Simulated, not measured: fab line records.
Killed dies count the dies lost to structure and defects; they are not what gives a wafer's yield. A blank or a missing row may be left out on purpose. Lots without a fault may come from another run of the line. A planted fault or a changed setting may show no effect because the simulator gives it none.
Which tool did it?	flow n5Finfet	at 1 step of a route of 1938, 12 lots with 36 wafers sampled

## WHAT EACH GAUGE READ, for each wafer
N5_BEOL_M1_INSPECT_59: inspects for defects (darkfield).
lot	measured	on	rawDefectCount
L075	day 7 23:24	defectInspect-01	64 74 88
L077	day 8 01:53	defectInspect-01	61 90 52
L080	day 8 07:10	defectInspect-02	52 72 57
L081	day 8 10:02	defectInspect-02	47 38 59
L084	day 8 18:57	defectInspect-01	55 59 96
L085	day 9 08:01	defectInspect-01	84 91 121
L087	day 10 08:40	defectInspect-01	94 114 87
L089	day 11 00:34	defectInspect-01	56 54 46
L091	day 11 01:55	defectInspect-01	61 60 109
L093	day 11 06:08	defectInspect-01	39 60 42
L095	day 11 17:47	defectInspect-01	64 56 82
L097	day 12 10:46	defectInspect-01	87 65 72

## WHAT TOOL EACH LOT RAN ON (gives the tool, then ch and the chambers of the sampled wafers, and finally the start)
No process step before these readings appears in the record.

## THE ANSWER, worked out from the rows above alone
Rule: what is usual is taken from the lots themselves. Put in order of their means at a reading, lots are off if they are a third of the lots or fewer, leave a main group of 4 or more, and stand apart from it by a gap of 3 or more times the standard deviation of the main group's means; of several such gaps the widest counts. A main group whose means are all the same, to the digits that the tables above print for the reading, isn't used. Also off: a lot with no number at a reading for which 4 or more lots have one. The other lots that the step has rows for count as sound.
No lot is off at any reading shown: from this, nothing can be told.

## WHAT WAS PUT IN BY THE SIMULATOR
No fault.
